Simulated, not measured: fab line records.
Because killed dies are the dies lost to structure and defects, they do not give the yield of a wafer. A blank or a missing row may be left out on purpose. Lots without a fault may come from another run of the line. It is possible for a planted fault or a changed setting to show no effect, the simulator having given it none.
Matching of chambers -- flow n5-finfet -- N5_SDB_STRIP_21 on rie-diel-04: 4 sister chambers
The step strips in CF4. 8 wafers are shown with their chamber, then 8 later ones without.

## WAFERS WITH THEIR CHAMBER
wafer,chamber,drypump-motor-current-A (A),showerhead-plenum-p-Torr (Torr)
L075.6,1,6.6,1.86
L078.6,2,5.5,1.74
L082.5,3,6.4,1.85
L082.6,0,6.0,1.73
L083.3,0,6.0,1.73
L083.4,2,5.5,1.73
L083.6,1,6.6,1.85
L085.2,3,6.3,1.84

## WAFERS MISSING THEIR CHAMBER
wafer,drypump-motor-current-A (A),showerhead-plenum-p-Torr (Torr)
L085.3,6.6,1.85
L085.6,6.0,1.73
L093.4,6.6,1.85
L093.5,6.3,1.84
L093.6,5.5,1.73
L095.2,6.3,1.84
L095.5,5.5,1.73
L095.6,6.6,1.85

## WHICH CHAMBER EACH WENT THROUGH
wafer,from the rows above,in truth
L085.3,1,1
L085.6,0,0
L093.4,1,1
L093.5,3,3
L093.6,2,2
L095.2,3,3
L095.5,2,2
L095.6,1,1
Correctly placed: 8 of 8. Number that these rows cannot place: 0. 0 placed wrongly.
How it was worked out, from the rows above alone: a wafer's distance from a chamber is the root of the sum, over the readings, of the square of ((its reading less the chamber's mean) divided by the reading's scatter). If the next closest chamber is less than 2 further off than the closest, the wafer can't be placed; otherwise it belongs to the closest. For every chamber, the mean is computed from those of its wafers that are shown. How the scatter is found: for the shown wafers, subtract from each reading the mean of its chamber, square and add these, divide the total by (wafers less chambers), then take the root.
